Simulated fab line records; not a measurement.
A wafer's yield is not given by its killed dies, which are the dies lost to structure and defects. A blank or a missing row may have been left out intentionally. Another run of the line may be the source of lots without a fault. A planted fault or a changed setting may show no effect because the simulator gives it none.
Chamber matching | flow n5Finfet | N5_FIN_SAQP_HM_DEP_03 on pecvd-01 has 3 sister chambers
The step deposits SiNx from SiH4/NH3/N2, target thk 38 nm, time 33.6 s. 6 wafers are shown with their chamber, then 12 later ones without.

== WAFERS WITH THEIR CHAMBER ==
wafer  | chamber | throttleValvePct (%) | showerheadPlenumPTorr (Torr)
L091.4 | 0       | 38.2                 | 5.11
L091.5 | 1       | 45.3                 | 5.19
L091.6 | 2       | 38.4                 | 5.15
L092.1 | 2       | 38.4                 | 5.14
L092.2 | 0       | 38.3                 | 5.11
L092.3 | 1       | 45.1                 | 5.20

== WAFERS WITHOUT THEIR CHAMBER ==
wafer  | throttleValvePct (%) | showerheadPlenumPTorr (Torr)
L094.2 | 38.5                 | 5.10
L094.3 | 45.1                 | 5.19
L094.4 | 44.8                 | 5.19
L096.1 | 45.4                 | 5.19
L096.2 | 38.3                 | 5.11
L096.3 | 39.0                 | 5.15
L096.4 | 38.8                 | 5.14
L096.5 | 38.1                 | 5.11
L096.6 | 45.3                 | 5.20
L097.2 | 38.8                 | 5.14
L097.4 | 45.1                 | 5.21
L097.6 | 38.6                 | 5.15

== WHICH CHAMBER EACH ONE RAN IN ==
wafer  | from the rows above | in truth
L094.2 | 0                   | 0
L094.3 | 1                   | 1
L094.4 | 1                   | 1
L096.1 | 1                   | 1
L096.2 | 0                   | 0
L096.3 | 2                   | 2
L096.4 | 2                   | 2
L096.5 | 0                   | 0
L096.6 | 1                   | 1
L097.2 | 2                   | 2
L097.4 | 1                   | 1
L097.6 | 2                   | 2
Correctly placed: 12 of 12. Not placeable from these rows: 0. Number placed wrongly: 0.
How it was worked out, from the rows above alone: a wafer's distance from a chamber is the root of the sum, over the readings, of the square of ((its reading less the chamber's mean) divided by the reading's scatter). If the next closest chamber is less than 2 further off than the closest, the wafer can't be placed; otherwise it belongs to the closest. Each chamber's mean is taken over the wafers shown for it. The scatter is the square root of a quotient: the sum, over the shown wafers, of each reading's squared deviation from its chamber's mean, divided by wafers minus chambers.
